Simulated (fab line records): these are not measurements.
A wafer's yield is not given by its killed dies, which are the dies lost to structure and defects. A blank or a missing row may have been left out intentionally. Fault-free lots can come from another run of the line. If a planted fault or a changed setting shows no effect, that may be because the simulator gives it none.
Split-lot trial ; flow n5-finfet ; 21 wafers read across 7 lots, on a route 1938 steps long

== THE SPLIT ==
At N5_BEOL_M3_DEP_57 (deposits SiCN from 3MS/NH3, target thk 8 nm, time 14 s), the setting time-s was moved away from the recipe's 14 s on 6 of the 21 wafers read, by -14.2% to +8.9%. The other wafers ran this setting at the recipe's value.

The reading is taken at the split's own step.

== THE READING ==
SiCN_of_BEOL_M3_DEP_57.thk-nm (the simulator's own value, which no gauge read), in nm, at N5_BEOL_M3_DEP_57 (deposits SiCN from 3MS/NH3, target thk 8 nm, time 14 s). There is no usual value for it anywhere in the file. Here, 15 wafers ran the recipe; their average is 7.9 nm with a standard deviation of 0.18 nm.

wafer;tool, chamber at the split;time-s as run, s;against the recipe;SiCN_of_BEOL_M3_DEP_57.thk-nm, nm;against lot-mates on the recipe
L077.2;pecvd-02, 2;14;recipe;7.6;-
L077.4;pecvd-02, 2;13.35;-4.6%;7.2;-0.4
L077.6;pecvd-02, 1;13.35;-4.6%;7.6;+0.0
L081.2;pecvd-02, 2;14;recipe;7.6;-
L081.5;pecvd-02, 0,2;14;recipe;7.8;-
L081.6;pecvd-02, 0,2;14;recipe;7.8;-
L082.4;pecvd-01, 1;14;recipe;7.8;-
L082.5;pecvd-01, 0;14;recipe;8;-
L082.6;pecvd-01, 2;15.25;+8.9%;8.8;+0.9
L087.1;pecvd-03, 1,0;14;recipe;8;-
L087.4;pecvd-03, 1,0;14;recipe;8;-
L087.6;pecvd-03, 2;14;recipe;7.8;-
L086.1;pecvd-02, 0;12.01;-14.2%;6.6;-1.3
L086.3;pecvd-02, 1;14;recipe;7.8;-
L086.6;pecvd-02, 0;14;recipe;8;-
L090.2;pecvd-03, 1;12.02;-14.1%;7;-0.8
L090.3;pecvd-03, 0,2;14;recipe;7.8;-
L090.6;pecvd-03, 0,2;14;recipe;7.8;-
L095.1;pecvd-03, 2;12.89;-7.9%;7;-1.2
L095.3;pecvd-03, 0,1;14;recipe;8.2;-
L095.4;pecvd-03, 0,1;14;recipe;8.2;-
Where a row lists several chambers, the file gives one row for several wafers and doesn't say which wafer went through which chamber.

THE FIT
A straight line over all 21 wafers: SiCN_of_BEOL_M3_DEP_57.thk-nm changes by +0.0857 nm for each +1% of time-s; r = +0.92; the points scatter about the line by 0.2 nm.
The same after taking each lot's own level away (the mean of its wafers on the recipe; 21 wafers): +0.0846 nm for each +1%; r = +0.92; scatter 0.19 nm.
On that fit, the largest move of time-s shifts the reading by 1.2 nm.
The span of the lots' own levels, 7.60 to 8.20 nm, comes to 3.4 times the standard deviation stated above.
Hence the lot-to-lot level has little effect on the slope; both slopes agree.
Check: -1.13 nm against its lot-mates is what the line predicts for one of the wafers moved furthest among these (-14.2%) when that wafer is left out of the fit. Against them it came out at -1.3 nm.

== FURTHER SPLITS ON THESE WAFERS ==
These wafers also went through other splits before the reading. Each is held against what the fit with the lots' levels taken away leaves over:
other split on the same wafers;wafers away from the commonest value;r with SiCN_of_BEOL_M3_DEP_57.thk-nm (lot level and that fit taken away)
N5_BEOL_M1_COAT_73 temp-c;6;+0.13
N5_BEOL_M2_DESCUM_16 time-s;8;-0.04
N5_BEOL_M2_TRENCH_ETCH_37 bias-w;10;+0.37
N5_BEOL_M3_ILD_DEP_00 time-s;7;+0.07

== THE FILE'S OWN FIT ==
SiCN_of_BEOL_M3_DEP_57.thk-nm changes by +0.0853 nm for each +1% of time-s, r = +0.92.
